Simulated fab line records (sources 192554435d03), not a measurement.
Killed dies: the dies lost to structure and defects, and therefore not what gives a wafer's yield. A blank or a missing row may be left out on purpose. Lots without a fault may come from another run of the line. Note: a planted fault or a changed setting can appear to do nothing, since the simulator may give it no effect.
Split-lot study	flow n5-finfet	7 lots, 21 wafers read, on a route of 1938 steps

SPLIT DETAILS
At N5_BEOL_M0_SAQP_PECVD_96 (deposits a-Si from SiH4/He, target thk 45 nm, time 45.2 s), the setting time-s was moved away from the recipe's 45.2 s on 4 of the 21 wafers read, by -11.6% to -5.4%. For the rest of the wafers, this setting stayed at what the recipe calls for.

FROM THE SPLIT TO THE READING: what the file shows between them, 4 steps
- N5_BEOL_M0_SAQP_PECVD_97: deposits SiNx from SiH4/NH3/N2, target thk 23 nm, time 19.9 s
- N5_BEOL_M0_SAQP_PECVD_04: deposits a-Si from SiH4/He, target thk 60 nm, time 60.2 s
- N5_BEOL_M0_SAQP_ETCH_101: etches SiNx in CH3F/O2, target depth 29.9 nm, time 42.7 s
- N5_BEOL_M0_SAQP_ETCH_102: etches SiO2 in CF4, target depth 4 nm, time 4.4 s

THE READING
etch.depth-nm (the simulator's own value, which no gauge read), in nm, at N5_BEOL_M0_SAQP_MANDREL_ETCH_103 (etches a-Si in HBr/Cl2, stops on SiCN, target depth 45 nm, bt time 10 s, time 27 s). No usual value for it is given in the file. The 17 wafers here that ran the recipe average 45.29 nm, standard deviation 0.68 nm.

wafer	tool, chamber at the split	time-s as run, s	against the recipe	etch.depth-nm, nm	against lot-mates on the recipe
L077.3	pecvd-01, 0	45.2	recipe	45.13	-
L077.5	pecvd-01, 0	45.2	recipe	45.66	-
L077.6	pecvd-01, 1	45.2	recipe	45.04	-
L081.3	pecvd-02, 2	45.2	recipe	45.06	-
L081.4	pecvd-02, 2	42.77	-5.4%	42.97	-2.42
L081.5	pecvd-02, 1	45.2	recipe	45.73	-
L084.1	pecvd-03, 1	45.2	recipe	44.71	-
L084.2	pecvd-03, 0	40.29	-10.9%	39.85	-4.86
L084.3	pecvd-03, 2	40.29	-10.9%	39.19	-5.52
L085.2	pecvd-02, 0	45.2	recipe	45.39	-
L085.3	pecvd-02, 2	45.2	recipe	45.54	-
L085.5	pecvd-02, 0	45.2	recipe	46.94	-
L089.1	pecvd-03, 2	45.2	recipe	44.33	-
L089.4	pecvd-03, 1	45.2	recipe	45.69	-
L089.5	pecvd-03, 0	45.2	recipe	44.99	-
L091.1	pecvd-03, 1	39.97	-11.6%	39.86	-6.05
L091.4	pecvd-03, 0	45.2	recipe	45.92	-
L091.6	pecvd-03, 1	45.2	recipe	45.89	-
L094.2	pecvd-01, 2	45.2	recipe	44.12	-
L094.4	pecvd-01, 1	45.2	recipe	45.51	-
L094.6	pecvd-01, 2	45.2	recipe	44.36	-

THE FIT
A straight line over all 21 wafers: etch.depth-nm changes by +0.505 nm for each +1% of time-s; r = +0.95; the points scatter about the line by 0.67 nm.
The same after taking each lot's own level away (the mean of its wafers on the recipe; 21 wafers): +0.492 nm for each +1%; r = +0.97; scatter 0.48 nm.
On that fit, the largest move of time-s shifts the reading by 5.7 nm.
The span of the lots' own levels, 44.663 to 45.957 nm, comes to 1.9 times the standard deviation stated above.
So the lot-to-lot level changes the slope little: the two slopes agree.
Check: with one of the wafers moved furthest among these (-11.6%) left out of the fit, the line predicts -5.5 nm for it against its lot-mates. It came out at -6.05 nm against them.

FURTHER SPLITS ON THESE WAFERS
Before the reading, these wafers also passed through other splits. Each is held against what the fit with the lots' levels taken away leaves over:
other split on the same wafers	wafers away from the commonest value	r with etch.depth-nm (lot level and that fit taken away)
N5_HKMG_FIN_COAT_06 spin-rpm	12	+0.12
N5_MOL_CONTACT_COAG_ETCH_105 bias-w	7	+0.06
N5_MOL_CONTACT_COAG_ETCHBACK_136 target-depth-a	6	-0.06
N5_BEOL_M0_SAQP_PECVD_00 time-s	9	+0.29

THE WHOLE CHAIN: every reading that the file lists as answering this split, in the file's order
step	what it does	reading	change (the file's fit)	r (the file's)
N5_BEOL_M0_SAQP_PECVD_96	deposits a-Si from SiH4/He, target thk 45 nm, time 45.2 s	a-Si_of_BEOL_M0_SAQP_PECVD_96.thk-nm (the simulator's own value, which no gauge read)	+0.502 nm for each +1% of the setting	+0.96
N5_BEOL_M0_SAQP_MANDREL_ETCH_103	etches a-Si in HBr/Cl2, stops on SiCN, target depth 45 nm, bt time 10 s, time 27 s	etch.depth-nm (the simulator's own value, which no gauge read)	+0.497 nm for each +1% of the setting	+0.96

THE FILE'S OWN FIT
etch.depth-nm changes by +0.497 nm for each +1% of time-s, r = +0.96.
